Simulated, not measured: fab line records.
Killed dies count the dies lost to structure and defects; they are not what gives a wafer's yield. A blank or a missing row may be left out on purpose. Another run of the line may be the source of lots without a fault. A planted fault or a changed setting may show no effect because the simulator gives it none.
Split-lot trial | flow n5 finfet | on a route of 1938 steps: 7 lots, 39 wafers read

## THE SPLIT
At N5_BEOL_M8_DEP_56 (deposits SiCN from 3MS/NH3, target thk 10 nm, time 17.5 s), the setting time s was moved away from the recipe's 17.5 s on 15 of the 39 wafers read, by -53.9% to +24.3%. For the rest of the wafers, this setting stayed at what the recipe calls for.

Reading taken at the split's own step.

## THE READING
SiCN_of_BEOL_M8_DEP_56.thk nm (the simulator's own value, which no gauge read), in nm, at N5_BEOL_M8_DEP_56 (deposits SiCN from 3MS/NH3, target thk 10 nm, time 17.5 s). No usual value for it is given in the file. Across the 24 wafers here that went through the recipe, the average is 10.0 nm and the standard deviation 0.14 nm.

wafer  | tool, chamber at the split | time s as run, s | against the recipe | SiCN_of_BEOL_M8_DEP_56.thk nm, nm | against lot-mates on the recipe
L077.1 | pecvd-01, 0                | 17.5             | recipe             | 10                                | -
L077.2 | pecvd-01, 1                | 17.5             | recipe             | 10.2                              | -
L077.5 | pecvd-01, 1                | 17.5             | recipe             | 10.2                              | -
L077.3 | pecvd-01, 2                | 8.075            | -53.9%             | 4.6                               | -5.5
L077.4 | pecvd-01, 2,0              | 8.075            | -53.9%             | 4.8                               | -5.3
L077.6 | pecvd-01, 2,0              | 8.075            | -53.9%             | 4.8                               | -5.3
L078.1 | pecvd-01, 2                | 21.76            | +24.3%             | 12.4                              | +2.5
L078.2 | pecvd-01, 0                | 21.76            | +24.3%             | 12.2                              | +2.3
L078.6 | pecvd-01, 0                | 21.76            | +24.3%             | 12.2                              | +2.3
L078.3 | pecvd-01, 1                | 17.5             | recipe             | 9.8                               | -
L078.4 | pecvd-01, 1,2              | 17.5             | recipe             | 10                                | -
L078.5 | pecvd-01, 1,2              | 17.5             | recipe             | 10                                | -
L080.1 | pecvd-02, 1,0,1            | 11.42            | -34.7%             | 6.6                               | -3.4
L080.4 | pecvd-02, 1,0,1            | 11.42            | -34.7%             | 6.6                               | -3.4
L080.6 | pecvd-02, 1,0,1            | 11.42            | -34.7%             | 6.6                               | -3.4
L080.2 | pecvd-02, 0                | 17.5             | recipe             | 9.8                               | -
L080.3 | pecvd-02, 1                | 17.5             | recipe             | 10                                | -
L080.5 | pecvd-02, 0                | 17.5             | recipe             | 10.2                              | -
L083.1 | pecvd-01, 2,0,1            | 17.5             | recipe             | 10                                | -
L083.3 | pecvd-01, 2,0,1            | 17.5             | recipe             | 10                                | -
L083.4 | pecvd-01, 2,0,1            | 17.5             | recipe             | 10                                | -
L083.2 | pecvd-01, 1                | 12.65            | -27.7%             | 7                                 | -3.0
L083.5 | pecvd-01, 0                | 12.65            | -27.7%             | 7.4                               | -2.6
L083.6 | pecvd-01, 2                | 12.65            | -27.7%             | 7.2                               | -2.8
L086.1 | pecvd-03, 2,1              | 17.5             | recipe             | 10                                | -
L086.2 | pecvd-03, 2,1              | 17.5             | recipe             | 10                                | -
L086.3 | pecvd-03, 1                | 17.5             | recipe             | 10.2                              | -
L090.1 | pecvd-01, 1,0,1            | 17.5             | recipe             | 10                                | -
L090.2 | pecvd-01, 1,0,1            | 17.5             | recipe             | 10                                | -
L090.5 | pecvd-01, 1,0,1            | 17.5             | recipe             | 10                                | -
L090.3 | pecvd-01, 2                | 17.5             | recipe             | 10.2                              | -
L090.6 | pecvd-01, 2                | 17.5             | recipe             | 10.2                              | -
L090.4 | pecvd-01, 0                | 17.5             | recipe             | 10.4                              | -
L094.1 | pecvd-02, 0,2              | 11.46            | -34.5%             | 6.6                               | -3.3
L094.6 | pecvd-02, 0,2              | 11.46            | -34.5%             | 6.6                               | -3.3
L094.2 | pecvd-02, 1                | 17.5             | recipe             | 9.8                               | -
L094.3 | pecvd-02, 2,0              | 17.5             | recipe             | 10                                | -
L094.4 | pecvd-02, 2,0              | 17.5             | recipe             | 10                                | -
L094.5 | pecvd-02, 1                | 11.46            | -34.5%             | 6.4                               | -3.5
Where a row lists several chambers, the file gives one row for several wafers and doesn't say which wafer went through which chamber.

FIT RESULTS
A straight line over all 39 wafers: SiCN_of_BEOL_M8_DEP_56.thk nm changes by +0.0984 nm for each +1% of time s; r = +1.00; the points scatter about the line by 0.14 nm.
The same after taking each lot's own level away (the mean of its wafers on the recipe; 39 wafers): +0.099 nm for each +1%; r = +1.00; scatter 0.12 nm.
The reading moves by 5.3 nm for the largest change in time s, on that fit.
The span of the lots' own levels, 9.93 to 10.13 nm, comes to 1.4 times the standard deviation stated above.
So the lot-to-lot level changes the slope little: the two slopes agree.
Check: -5.31 nm against its lot-mates is what the line predicts for one of the wafers moved furthest among these (-53.9%) when that wafer is left out of the fit. Against them it came out at -5.53 nm.

## THESE WAFERS: OTHER SPLITS
Note: prior to the reading, these wafers also went through further splits. Each is held against what the fit with the lots' levels taken away leaves over:
other split on the same wafers        | wafers away from the commonest value | r with SiCN_of_BEOL_M8_DEP_56.thk nm (lot level and that fit taken away)
N5_STI_FIN_REVEAL_ALD_00 target thk a | 12                                   | +0.18
N5_SD_EPI_N_DESCUM_14 time s          | 18                                   | +0.02
N5_HKMG_FIN_ALD_21 ald cycles         | 12                                   | -0.07
N5_MOL_CONTACT_COAG_ALD_27 time s     | 12                                   | +0.02
N5_BEOL_M2_ALD_98 ald cycles          | 12                                   | +0.25
N5_BEOL_M4_ETCH_70 time s             | 15                                   | -0.09
N5_BEOL_M6_HM_DEP_02 target thk a     | 12                                   | +0.14

## FILE'S OWN FIT
SiCN_of_BEOL_M8_DEP_56.thk nm changes by +0.0992 nm for each +1% of time s, r = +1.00.
